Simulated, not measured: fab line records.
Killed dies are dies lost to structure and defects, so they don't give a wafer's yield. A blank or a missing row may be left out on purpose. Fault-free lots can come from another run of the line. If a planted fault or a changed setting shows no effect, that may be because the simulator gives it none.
A struck lot beside a sound one	flow n5_finfet	38 out of 1938 route steps
Sound: the wafers L477.1, L477.2, L477.3. Wafers struck: L471.2, L471.3, L471.4. Last of all comes the cause.
For every step that has rows: the tool of each side, followed by ch and its chambers, followed by its first start. Under that, the readings that differ: sound wafers	struck wafers	difference of the means	sigmas: that difference in standard deviations of wafers without a fault.
alike: a reading whose means differ by less than 2 such deviations, as well as words and numbers matching on both sides. not compared: withheld readings; readings where some wafer has no value; bounds like >300 that might hide an equal value; numbers whose values overlap and for which the record gives no deviation.
The two part at a step that has a row with sigmas, a row that says differs or no value, or rows on one side only. Numbers that have no deviation but don't overlap get no sigmas and don't part them. A reading that every wafer of one side lacks parts them only if that side has two wafers or more.

first, 8 steps without rows for these wafers: N5_BEOL_M0_ANNEAL_119 (time 90 s); N5_BEOL_M0_CMP_120 (polishes, stops on SiOC, t overpolish 6.9 s); N5_BEOL_M0_PRE_CLEAN_131 (time 15 s); N5_BEOL_M0_CO_CAP_123 (material Co, precursor CCTBA/H2, target thk 2 nm, time 102.1 s); N5_BEOL_M0_PRE_CLEAN_124 (time 15 s); N5_BEOL_M0_DEP_125 (deposits SiCN from 3MS/NH3, target thk 8 nm, time 14 s); N5_BEOL_M1_ILD_DEP_00 (deposits SiOC from DEMS/O2, target thk 79 nm, time 15.3 s); N5_BEOL_M1_PECVD_72 (deposits SiO2 from TEOS/O2, target thk 16 nm, time 18 s).
N5_BEOL_M1_HM_DEP_02: deposits TiN, target thk 20 nm.
  sound on pvd_sputter-02, day 11 17:01; struck on pvd_sputter-03, day 10 02:19
  alike: throttle_valve_pct
then, 9 steps without rows for these wafers: N5_BEOL_M1_COAT_61 (time 60 s, resist thk 60 nm); N5_BEOL_M1_COAT_62 (time 60 s, resist thk 12 nm); N5_BEOL_M1_COAT_73 (time 60 s, resist thk 5 nm); N5_BEOL_M1_COAT_05 (resist thk 30 nm); N5_BEOL_M1_EBR_07; N5_BEOL_M1_SOFTBAKE_06 (time 60 s); N5_BEOL_M1_EXPOSE_08 (exposes mask M1); N5_BEOL_M1_PEB_09 (peb time 60 s); N5_BEOL_M1_DEVELOP_10 (develop time 30 s).
N5_BEOL_M1_INSPECT_13: inspects for defects (brightfield).
  sound on defect_inspect-02, day 11 17:30; struck on defect_inspect-01, day 10 02:47
reading	sound	struck	difference	sigmas
raw_defect_count	345 434 473	885 874 881	+463	+5
then, 16 steps without rows for these wafers: N5_BEOL_M1_DESCUM_16 (chemistry O2, time 7 s); N5_BEOL_M1_ETCH_74 (etches underlayer in N2/H2, target depth 6.5 nm, time 5.2 s); N5_BEOL_M1_ETCH_63 (etches SiARC in CF4, target depth 15.6 nm, time 26 s); N5_BEOL_M1_ETCH_64 (etches SOC in N2/H2, target depth 75 nm, overetch 15 nm, time 112.5 s); N5_BEOL_M1_STRIP_65 (strips in N2/H2); N5_BEOL_M1_STRIP_75 (strips in N2/H2); N5_BEOL_M1_STRIP_66 (strips in CF4); N5_BEOL_M1_HM_OPEN_17 (chemistry Cl2/BCl3, target TiN, target depth 20 nm, overetch 6 nm); N5_BEOL_M1_STRIP_19 (strips in O2); N5_BEOL_M1_COAT_67 (time 60 s, resist thk 60 nm); N5_BEOL_M1_COAT_68 (time 60 s, resist thk 12 nm); N5_BEOL_M1_COAT_76 (time 60 s, resist thk 5 nm); N5_BEOL_M1_COAT_22 (resist thk 30 nm); N5_BEOL_M1_EBR_24; N5_BEOL_M1_SOFTBAKE_23 (time 60 s); N5_BEOL_M1_EXPOSE_25 (exposes mask V0, defocus 5 nm, target cd 24 nm).
N5_BEOL_M1_INSPECT_30: inspects for defects (brightfield).
  sound on defect_inspect-02, day 11 18:28; struck on defect_inspect-01, day 10 03:40
reading	sound	struck	difference	sigmas
raw_defect_count	362 449 482	882 877 891	+452	+5
-- the record jumps here: 2 days lie between the struck wafers' starts before and after (it left off in module BEOL_M1 and takes up again in module BEOL_M4, whose first step shown is number 1111 of the route) --
N5_BEOL_M4_RC_MEAS_101:
  sound on prober-01 ch 0, day 13 14:08; struck on prober-02 ch 0, day 12 05:26
  alike: DIBL_N, DIBL_P, IOFF_N, IOFF_P, ION_N, ION_P, SS_N, SS_P, VT_N, VT_P
-- a jump in the record: the struck wafers' starts before and after are 5 days apart (it breaks off in module BEOL_M4 and resumes in module PASSIVATION, where the first step shown is number 1936 of the route) --
N5_PASSIVATION_PROBE_49:
  sound on prober-02, day 17 18:47; struck on prober-02, day 16 22:26
reading	sound	struck	difference	sigmas
defect_limited_yield (%)	91.3 92.2 91.6	81.8 79.8 77.4	-12.0	-8
killed_at_M0_to_M3	30 22 38	150 169 196	+142	+12
killed_dies	103 92 99	215 238 267	+142	+8
sort_bin_5_function (%)	4.5 4.9 4.8	11.2 12.5 14.9	+8.1	+8
sort_bin_6_memory (%)	4.0 2.6 3.1	4.8 5.5 6.4	+2.3	+4
sort_n_pass	1077 1088 1081	965 942 913	-142	-8
sort_yield_pct (%)	91.3 92.2 91.6	81.8 79.8 77.4	-12.0	-8
  alike: killed_at_M4_up, killed_at_contacts, killed_at_front_end, killed_at_other, killed_open, killed_short, sort_bin_8_speed

== WHERE THEY PART ==
At N5_BEOL_M1_INSPECT_13 first; at N5_PASSIVATION_PROBE_49 last (within this record only).

WHY: what the simulator had put in
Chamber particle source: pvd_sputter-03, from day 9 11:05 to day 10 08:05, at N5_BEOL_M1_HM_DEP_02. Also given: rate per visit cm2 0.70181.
